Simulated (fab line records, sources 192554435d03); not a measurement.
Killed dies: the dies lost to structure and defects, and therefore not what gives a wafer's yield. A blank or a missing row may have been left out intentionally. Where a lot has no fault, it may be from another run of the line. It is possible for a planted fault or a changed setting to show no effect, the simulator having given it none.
Chamber matching    flow n5 finfet    uv cure-01 running N5_BEOL_M6_CURE_75: 3 sister chambers
The step cures SiCOH lowk, time 120 s. 3 wafers are shown with their chamber, then 12 later ones without.

== EACH WAFER AND ITS CHAMBER ==
wafer   chamber  wafer_temp_C_max
L083.4  2        371.1
L086.3  1        370.8
L087.6  0        371.8

== WAFERS WHOSE CHAMBER IS MISSING ==
wafer   wafer_temp_C_max
L090.1  371.4
L090.3  371.5
L090.4  371.1
L089.2  371.3
L089.3  371.3
L089.4  371.6
L092.2  371.2
L092.5  371.4
L092.6  371.2
L093.1  371.5
L093.2  371.4
L093.3  371.7

== CHAMBER TAKEN BY EACH ==
wafer    from the rows above            in truth
L090.1   can't be placed: 2 or 0 or 1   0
L090.3   can't be placed: 0 or 2 or 1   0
L090.4   can't be placed: 2 or 1        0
L089.2   can't be placed: 2 or 0 or 1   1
L089.3   can't be placed: 2 or 0 or 1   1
L089.4   can't be placed: 0 or 2        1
L092.2   can't be placed: 2 or 1        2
L092.5   can't be placed: 2 or 0 or 1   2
L092.6   can't be placed: 2 or 1        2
L093.1   can't be placed: 0 or 2 or 1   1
L093.2   can't be placed: 2 or 0 or 1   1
L093.3   0                              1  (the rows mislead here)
Correctly placed: 0 of 12. Unplaceable from these rows: 11, with the true chamber sitting among the candidates in 9. Placed wrongly: 1.
How it was worked out, from the rows above alone: a wafer's distance from a chamber is the root of the sum, over the readings, of the square of ((its reading less the chamber's mean) divided by the reading's scatter). If the next closest chamber is less than 2 further off than the closest, the wafer can't be placed; otherwise it belongs to the closest. A chamber's mean is the mean of its shown wafers. The scatter: with one shown wafer a chamber, the root of the mean of the squares of how far each hidden wafer lies from its nearest shown one.
